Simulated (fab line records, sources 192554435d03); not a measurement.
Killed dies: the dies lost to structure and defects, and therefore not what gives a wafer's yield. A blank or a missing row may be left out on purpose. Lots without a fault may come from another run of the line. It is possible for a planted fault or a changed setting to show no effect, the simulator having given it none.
Chamber matching :: flow n5-finfet :: N5_HKMG_FIN_ETCH_31 on rie-diel-06: 4 sister chambers
The step etches SiARC in CF4, target depth 45.5 nm, time 75.8 s. 4 wafers are shown with their chamber, then 9 later ones without.

WAFERS WITH THEIR CHAMBER
wafer: L084.4
chamber: 3
showerhead-plenum-p-Torr (Torr): 2.04

wafer: L086.6
chamber: 0
showerhead-plenum-p-Torr (Torr): 2.27

wafer: L085.4
chamber: 1
showerhead-plenum-p-Torr (Torr): 2.13

wafer: L085.6
chamber: 2
showerhead-plenum-p-Torr (Torr): 2.10

WAFERS MISSING THEIR CHAMBER
wafer: L094.1
showerhead-plenum-p-Torr (Torr): 2.10

wafer: L094.3
showerhead-plenum-p-Torr (Torr): 2.13

wafer: L094.4
showerhead-plenum-p-Torr (Torr): 2.26

wafer: L097.2
showerhead-plenum-p-Torr (Torr): 2.13

wafer: L097.5
showerhead-plenum-p-Torr (Torr): 2.26

wafer: L097.6
showerhead-plenum-p-Torr (Torr): 2.03

wafer: L096.1
showerhead-plenum-p-Torr (Torr): 2.03

wafer: L096.5
showerhead-plenum-p-Torr (Torr): 2.10

wafer: L096.6
showerhead-plenum-p-Torr (Torr): 2.03

THE CHAMBER EACH PASSED THROUGH
wafer: L094.1
from the rows above: 2
in truth: 2

wafer: L094.3
from the rows above: 1
in truth: 1

wafer: L094.4
from the rows above: 0
in truth: 0

wafer: L097.2
from the rows above: 1
in truth: 1

wafer: L097.5
from the rows above: 0
in truth: 0

wafer: L097.6
from the rows above: 3
in truth: 3

wafer: L096.1
from the rows above: 3
in truth: 3

wafer: L096.5
from the rows above: 2
in truth: 2

wafer: L096.6
from the rows above: 3
in truth: 3
Correctly placed: 9 of 9. From these rows, 0 cannot be placed. Placed wrongly: 0.
How it was worked out, from the rows above alone: a wafer's distance from a chamber is the root of the sum, over the readings, of the square of ((its reading less the chamber's mean) divided by the reading's scatter). The wafer belongs to the nearest chamber; if the next one is less than 2 further off, it can't be placed. The mean given for a chamber averages the wafers shown for that chamber. The scatter (one wafer shown for each chamber): square how far every hidden wafer sits from the nearest shown wafer, average those squares and take the square root.
